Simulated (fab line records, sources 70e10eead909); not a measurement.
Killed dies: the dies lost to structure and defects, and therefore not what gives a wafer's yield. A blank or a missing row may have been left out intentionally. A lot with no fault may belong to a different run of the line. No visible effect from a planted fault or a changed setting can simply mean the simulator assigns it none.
Matching of chambers ; flow nandHarc ; NHARC_A_STAIRCASE_DESCUM_291 on rieDiel-10 has 4 sister chambers
The step chemistry O2, time 3 s. 16 wafers are shown with their chamber, then 8 later ones without.

WAFERS, EACH WITH ITS CHAMBER
wafer;chamber;drypumpMotorCurrentA (A);showerheadPlenumPTorr (Torr);throttleValvePct (%)
L076.1;0;5.7;1.87;11.319
L076.2;1;5.0;1.94;11.308
L076.3;3;6.3;1.88;11.300
L078.2;1;5.0;1.94;11.323
L078.3;2;5.8;1.88;11.310
L078.6;3;6.2;1.88;11.312
L083.3;1;5.0;1.94;11.314
L083.4;1;5.0;1.94;11.307
L083.6;0;5.7;1.86;11.313
L086.3;2;5.7;1.88;11.311
L086.4;1;5.0;1.93;11.319
L086.5;1;5.0;1.93;11.325
L088.3;3;6.2;1.87;11.301
L088.5;1;5.0;1.93;11.317
L088.6;0;5.7;1.85;11.328
L089.2;1;5.0;1.93;11.308

SIGNATURES (averages over the wafers above)
reading;chamber 0;chamber 1;chamber 2;chamber 3;scatter within a chamber
drypumpMotorCurrentA;5.700;5.000;5.750;6.233;0.0312
showerheadPlenumPTorr;1.8600;1.9350;1.8800;1.8767;0.00624
throttleValvePct;11.32000;11.31513;11.31050;11.30433;0.00677
Rule: a wafer's distance from a chamber is the root of the sum, over the readings, of the square of ((its reading less the chamber's mean) divided by the reading's scatter). The wafer belongs to the nearest chamber; if the next one is less than 2 further off, it can't be placed. How the scatter is found: for the shown wafers, subtract from each reading the mean of its chamber, square and add these, divide the total by (wafers less chambers), then take the root.

WAFERS WITH NO CHAMBER GIVEN
wafer;drypumpMotorCurrentA (A);showerheadPlenumPTorr (Torr);throttleValvePct (%)
L089.5;5.8;1.85;11.321
L089.6;6.2;1.86;11.326
L095.1;5.0;1.92;11.308
L095.2;6.2;1.86;11.307
L095.4;5.8;1.87;11.306
L096.2;5.8;1.85;11.306
L096.3;5.0;1.92;11.323
L096.6;5.7;1.87;11.315

THE CHAMBER EACH PASSED THROUGH
wafer;from the rows above;in truth
L089.5;can't be placed: 0 or 2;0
L089.6;3;3
L095.1;1;1
L095.2;3;3
L095.4;can't be placed: 2 or 0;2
L096.2;can't be placed: 0 or 2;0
L096.3;1;1
L096.6;can't be placed: 0 or 2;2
Placed correctly: 4 of 8. Unplaceable from these rows: 4, with the true chamber sitting among the candidates in 4. Placed wrongly: 0.
